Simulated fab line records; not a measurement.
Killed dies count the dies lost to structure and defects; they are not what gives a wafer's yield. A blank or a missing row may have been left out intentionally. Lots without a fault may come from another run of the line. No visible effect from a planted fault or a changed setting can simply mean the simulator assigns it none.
Chamber matching | flow nand_harc | NHARC_A_SGD_CUT_ETCHBACK_24 on rie_diel-07: 4 sister chambers
The step etches the open film in CH3F/O2, target depth 50 nm, time 92.857 s. 4 wafers are shown with their chamber, then 9 later ones without.

== EACH WAFER AND ITS CHAMBER ==
wafer  | chamber | drypump_motor_current_A (A)
L080.1 | 2       | 6.5
L080.3 | 0       | 6.0
L088.5 | 3       | 6.2
L088.6 | 1       | 5.7

== WAFERS WITHOUT THEIR CHAMBER ==
wafer  | drypump_motor_current_A (A)
L091.2 | 6.3
L091.4 | 5.8
L091.6 | 6.3
L093.3 | 5.8
L093.5 | 6.6
L093.6 | 5.8
L095.1 | 6.3
L095.5 | 6.0
L095.6 | 6.3

== CHAMBER TAKEN BY EACH ==
wafer  | from the rows above     | in truth
L091.2 | can't be placed: 3 or 2 | 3
L091.4 | can't be placed: 1 or 0 | 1
L091.6 | can't be placed: 3 or 2 | 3
L093.3 | can't be placed: 1 or 0 | 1
L093.5 | 2                       | 2
L093.6 | can't be placed: 1 or 0 | 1
L095.1 | can't be placed: 3 or 2 | 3
L095.5 | 0                       | 0
L095.6 | can't be placed: 3 or 2 | 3
2 of 9 placed correctly. Unplaceable from these rows: 7, with the true chamber sitting among the candidates in 7. Number placed wrongly: 0.
How it was worked out, from the rows above alone: a wafer's distance from a chamber is the root of the sum, over the readings, of the square of ((its reading less the chamber's mean) divided by the reading's scatter). If the next closest chamber is less than 2 further off than the closest, the wafer can't be placed; otherwise it belongs to the closest. The mean given for a chamber averages the wafers shown for that chamber. The scatter (one wafer shown for each chamber): square how far every hidden wafer sits from the nearest shown wafer, average those squares and take the square root.
